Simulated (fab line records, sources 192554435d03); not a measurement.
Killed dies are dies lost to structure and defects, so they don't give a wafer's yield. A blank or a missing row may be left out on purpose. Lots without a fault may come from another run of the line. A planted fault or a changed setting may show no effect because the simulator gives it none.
Split-lot experiment | flow n5_finfet | 7 lots, 21 wafers read, on a route of 1938 steps

THE SPLIT
At N5_BEOL_M2_DESCUM_16 (chemistry O2, time 7 s), the setting time_s was moved away from the recipe's 7 s on 10 of the 21 wafers read, by -21.7% to +14.4%. The other wafers ran this setting at the recipe's value.

The reading is taken at the split's own step.

THE READING
CAR-EUV_of_BEOL_M2_COAT_05.thk_nm (the simulator's own value, which no gauge read), in nm, at N5_BEOL_M2_DESCUM_16 (chemistry O2, time 7 s). The file gives no usual value for it. The 11 wafers here that ran the recipe average 26.1 nm, standard deviation 0.096 nm.

wafer  | tool, chamber at the split | time_s as run, s | against the recipe | CAR-EUV_of_BEOL_M2_COAT_05.thk_nm, nm | against lot-mates on the recipe
L075.3 | rie_diel-05, 3             | 7                | recipe             | 26.2                                  | -
L075.6 | rie_diel-05, 3             | 7                | recipe             | 26.2                                  | -
L075.5 | rie_diel-05, 0             | 7                | recipe             | 26                                    | -
L074.1 | rie_diel-02, 3,0           | 5.482            | -21.7%             | 27                                    | no lot-mate on the recipe
L074.3 | rie_diel-02, 3,0           | 5.482            | -21.7%             | 27                                    | no lot-mate on the recipe
L074.5 | rie_diel-02, 3             | 5.482            | -21.7%             | 26.8                                  | no lot-mate on the recipe
L076.2 | rie_diel-03, 0             | 7                | recipe             | 26.2                                  | -
L076.4 | rie_diel-03, 0             | 7.985            | +14.1%             | 25.6                                  | -0.5
L076.6 | rie_diel-03, 3             | 7                | recipe             | 26                                    | -
L077.1 | rie_diel-03, 0             | 7                | recipe             | 26                                    | -
L077.2 | rie_diel-03, 3             | 6.135            | -12.4%             | 26.4                                  | +0.4
L077.5 | rie_diel-03, 3             | 6.135            | -12.4%             | 26.4                                  | +0.4
L084.3 | rie_diel-02, 2             | 7                | recipe             | 26.2                                  | -
L084.4 | rie_diel-02, 1             | 5.868            | -16.2%             | 26.6                                  | +0.5
L084.5 | rie_diel-02, 3             | 7                | recipe             | 26                                    | -
L086.1 | rie_diel-05, 1,3           | 7                | recipe             | 26                                    | -
L086.3 | rie_diel-05, 1,3           | 7                | recipe             | 26                                    | -
L086.5 | rie_diel-05, 3             | 8.008            | +14.4%             | 25.4                                  | -0.6
L096.4 | rie_diel-02, 3             | 6.224            | -11.1%             | 26.4                                  | +0.4
L096.5 | rie_diel-02, 2             | 6.224            | -11.1%             | 26.6                                  | +0.6
L096.6 | rie_diel-02, 1             | 7                | recipe             | 26                                    | -
Where a row lists several chambers, the file gives one row for several wafers and doesn't say which wafer went through which chamber.

THE FIT
A straight line over all 21 wafers: CAR-EUV_of_BEOL_M2_COAT_05.thk_nm changes by -0.038 nm for each +1% of time_s; r = -0.97; the points scatter about the line by 0.11 nm.
The same after taking each lot's own level away (the mean of its wafers on the recipe; 18 wafers): -0.0368 nm for each +1%; r = -0.96; scatter 0.088 nm.
On that fit, the largest move of time_s shifts the reading by 0.8 nm.
The lots' own levels span 26.00 to 26.13 nm, that is 1.4 times the standard deviation above.
So the lot-to-lot level changes the slope little: the two slopes agree.
Check: with one of the wafers moved furthest among these (-16.2%) left out of the fit, the line predicts +0.619 nm for it against its lot-mates. It came out at +0.5 nm against them.

OTHER SPLITS ON THESE WAFERS
These wafers also went through other splits before the reading. Each is held against what the fit with the lots' levels taken away leaves over:
other split on the same wafers              | wafers away from the commonest value | r with CAR-EUV_of_BEOL_M2_COAT_05.thk_nm (lot level and that fit taken away)
N5_BEOL_M0_SAQP_SPACER2_ALD_26 target_thk_a | 9                                    | +0.31
N5_BEOL_M1_COAT_05 spin_rpm                 | 4                                    | +0.14
N5_BEOL_M1_ETCH_64 bias_w                   | 9                                    | -0.04
N5_BEOL_M1_EXPOSE_25 dose_mj                | 6                                    | +0.10
N5_BEOL_M2_COAT_61 spin_rpm                 | 5                                    | -0.25

THE FILE'S OWN FIT
CAR-EUV_of_BEOL_M2_COAT_05.thk_nm changes by -0.0363 nm for each +1% of time_s, r = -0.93.
